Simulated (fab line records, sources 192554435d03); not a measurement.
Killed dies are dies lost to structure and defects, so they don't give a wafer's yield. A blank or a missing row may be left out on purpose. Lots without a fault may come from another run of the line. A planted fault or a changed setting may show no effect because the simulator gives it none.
Which tool did it? | flow n5_finfet | 12 lots, 34 wafers sampled, at 1 step of a route of 1938

WHAT THE GAUGES READ, wafer by wafer
N5_FIN_SAQP_INSPECT_18: inspects for defects (brightfield). Usual: raw_defect_count 450, standard deviation 130.
lot  | measured    | on                | raw_defect_count | flag
L773 | day 1 23:26 | defect_inspect-02 | 396 368 539      |
L774 | day 2 04:25 | defect_inspect-01 | 442 651 400      |
L775 | day 2 09:49 | defect_inspect-01 | 328 391          |
L776 | day 2 16:17 | defect_inspect-01 | 312 406 564      |
L777 | day 2 22:07 | defect_inspect-01 | 652 405 386      |
L778 | day 3 03:52 | defect_inspect-01 | 482 334 580      |
L779 | day 3 09:31 | defect_inspect-02 | 526 435 433      |
L780 | day 3 15:43 | defect_inspect-02 | 312 341 339      |
L781 | day 3 22:33 | defect_inspect-02 | 672 442 300      |
L782 | day 4 05:43 | defect_inspect-02 | 515 528          |
L783 | day 4 10:14 | defect_inspect-02 | 821 485 494      |
L790 | day 6 04:38 | defect_inspect-01 | 364 305 390      |

WHICH TOOL RAN EACH LOT (tool, then ch and the chambers of the sampled wafers, then the start)
The record holds no process step before these readings.

WHAT THE TOOLS THEMSELVES READ (means of the sampled wafers that have a number; where no wafer has one, the mark that the record gives instead)
The record holds no such reading with a usual standard deviation.

THE ANSWER, worked out from the rows above alone
Rule: a lot is off if the mean of its wafers that have a number lies more than 3 standard deviations from the usual mean. A lot without any number at a reading at which 4 lots or more have one is off too. The other lots that the step has rows for count as sound. The gauges are gone through in route order, then the tools' own readings, and for those a lot's mean is taken as printed above. The first step at which some lot is off is used, and at that step the reading that is off furthest; a lot without a number counts as furthest.
No lot is off at any reading shown: from this, nothing can be told.

WHAT THE SIMULATOR HAD PUT IN
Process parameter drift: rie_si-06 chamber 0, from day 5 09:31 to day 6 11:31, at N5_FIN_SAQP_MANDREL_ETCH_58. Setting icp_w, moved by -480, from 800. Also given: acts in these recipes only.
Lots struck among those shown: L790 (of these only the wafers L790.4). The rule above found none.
